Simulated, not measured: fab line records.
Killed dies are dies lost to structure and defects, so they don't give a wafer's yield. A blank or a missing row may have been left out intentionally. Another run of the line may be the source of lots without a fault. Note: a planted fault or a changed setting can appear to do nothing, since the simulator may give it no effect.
Matching of chambers / flow nandHarc / pecvd-03 running NHARC_A_STAIRCASE_DEP_151: 3 sister chambers
The step deposits SiO2, target thk 7200 nm. 18 wafers are shown with their chamber, then 9 later ones without.

WAFERS, EACH WITH ITS CHAMBER
wafer=L075.3; chamber=2; heaterPowerW (W)=584; susceptorTempC (C)=400.19
wafer=L075.5; chamber=2; heaterPowerW (W)=527; susceptorTempC (C)=399.90
wafer=L075.6; chamber=1; heaterPowerW (W)=553; susceptorTempC (C)=399.95
wafer=L080.1; chamber=1; heaterPowerW (W)=686; susceptorTempC (C)=400.18
wafer=L080.3; chamber=0; heaterPowerW (W)=669; susceptorTempC (C)=400.12
wafer=L080.5; chamber=0; heaterPowerW (W)=634; susceptorTempC (C)=400.09
wafer=L086.2; chamber=0; heaterPowerW (W)=805; susceptorTempC (C)=400.06
wafer=L086.5; chamber=2; heaterPowerW (W)=542; susceptorTempC (C)=399.74
wafer=L086.6; chamber=0; heaterPowerW (W)=645; susceptorTempC (C)=399.55
wafer=L084.3; chamber=1; heaterPowerW (W)=578; susceptorTempC (C)=399.99
wafer=L084.4; chamber=0; heaterPowerW (W)=647; susceptorTempC (C)=399.78
wafer=L084.5; chamber=1; heaterPowerW (W)=564; susceptorTempC (C)=400.26
wafer=L085.3; chamber=0; heaterPowerW (W)=790; susceptorTempC (C)=400.34
wafer=L085.4; chamber=2; heaterPowerW (W)=539; susceptorTempC (C)=400.16
wafer=L085.5; chamber=1; heaterPowerW (W)=560; susceptorTempC (C)=399.62
wafer=L091.1; chamber=0; heaterPowerW (W)=836; susceptorTempC (C)=400.08
wafer=L091.2; chamber=2; heaterPowerW (W)=708; susceptorTempC (C)=399.99
wafer=L091.3; chamber=1; heaterPowerW (W)=722; susceptorTempC (C)=400.15

SIGNATURES (means of the wafers above)
reading=heaterPowerW; chamber 0=718.00; chamber 1=610.50; chamber 2=580.00; scatter within a chamber=80
reading=susceptorTempC; chamber 0=400.0029; chamber 1=400.0250; chamber 2=399.9960; scatter within a chamber=0.232
Rule: for each reading, subtract the chamber's mean from the wafer's reading, divide by that reading's scatter and square the result; add these up over the readings and take the root, which gives the wafer's distance from the chamber. The wafer belongs to the nearest chamber; if the next one is less than 2 further off, it can't be placed. The scatter: take each reading less its chamber's mean, square it, sum over the shown wafers, divide by the number of wafers less the number of chambers, and take the root.

WAFERS MISSING THEIR CHAMBER
wafer=L095.1; heaterPowerW (W)=656; susceptorTempC (C)=400.27
wafer=L095.2; heaterPowerW (W)=794; susceptorTempC (C)=400.11
wafer=L095.3; heaterPowerW (W)=720; susceptorTempC (C)=400.01
wafer=L096.1; heaterPowerW (W)=828; susceptorTempC (C)=400.25
wafer=L096.3; heaterPowerW (W)=701; susceptorTempC (C)=399.89
wafer=L096.4; heaterPowerW (W)=681; susceptorTempC (C)=399.72
wafer=L097.2; heaterPowerW (W)=674; susceptorTempC (C)=400.47
wafer=L097.5; heaterPowerW (W)=583; susceptorTempC (C)=400.01
wafer=L097.6; heaterPowerW (W)=670; susceptorTempC (C)=399.94

WHICH CHAMBER EACH WENT THROUGH
wafer=L095.1; from the rows above=can't be placed: 1 or 0 or 2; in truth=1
wafer=L095.2; from the rows above=can't be placed: 0 or 1 or 2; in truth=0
wafer=L095.3; from the rows above=can't be placed: 0 or 1 or 2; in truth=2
wafer=L096.1; from the rows above=can't be placed: 0 or 1 or 2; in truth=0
wafer=L096.3; from the rows above=can't be placed: 0 or 1 or 2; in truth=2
wafer=L096.4; from the rows above=can't be placed: 0 or 1 or 2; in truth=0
wafer=L097.2; from the rows above=can't be placed: 1 or 0 or 2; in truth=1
wafer=L097.5; from the rows above=can't be placed: 2 or 1 or 0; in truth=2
wafer=L097.6; from the rows above=can't be placed: 0 or 1 or 2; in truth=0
Correct placement for 0 of the 9. From these rows, 9 cannot be placed; in 9 the true chamber is one of the candidates. Wrongly placed: 0.
